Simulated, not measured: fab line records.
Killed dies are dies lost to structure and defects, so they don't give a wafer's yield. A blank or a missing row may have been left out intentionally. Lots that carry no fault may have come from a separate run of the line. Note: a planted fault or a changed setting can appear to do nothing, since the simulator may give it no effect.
Matching of chambers | flow n5-finfet | rie-diel-02 running N5_BEOL_M9_STRIP_19: 4 sister chambers
The step strips in O2. 4 wafers are shown with their chamber, then 9 later ones without.

## WAFERS WITH THEIR CHAMBER
wafer  | chamber | drypump-motor-current-A (A)
L088.3 | 3       | 5.6
L089.1 | 0       | 5.1
L089.3 | 1       | 5.6
L089.4 | 2       | 6.1

## WAFERS WHOSE CHAMBER IS MISSING
wafer  | drypump-motor-current-A (A)
L091.1 | 6.0
L091.2 | 5.1
L091.4 | 5.6
L090.4 | 5.6
L090.5 | 5.1
L090.6 | 5.6
L094.1 | 6.0
L094.2 | 5.1
L094.3 | 5.6

## EACH ONE'S CHAMBER
wafer  | from the rows above     | in truth
L091.1 | 2                       | 2
L091.2 | 0                       | 0
L091.4 | can't be placed: 1 or 3 | 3
L090.4 | can't be placed: 1 or 3 | 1
L090.5 | 0                       | 0
L090.6 | can't be placed: 1 or 3 | 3
L094.1 | 2                       | 2
L094.2 | 0                       | 0
L094.3 | can't be placed: 1 or 3 | 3
Correct placement for 5 of the 9. Not placeable from these rows: 4 (in 4, the candidates include the true chamber). Number placed wrongly: 0.
How it was worked out, from the rows above alone: a wafer's distance from a chamber is the root of the sum, over the readings, of the square of ((its reading less the chamber's mean) divided by the reading's scatter). If the next closest chamber is less than 2 further off than the closest, the wafer can't be placed; otherwise it belongs to the closest. For every chamber, the mean is computed from those of its wafers that are shown. The scatter: root of mean squared gap, hidden wafer to nearest shown wafer, with one shown wafer a chamber.
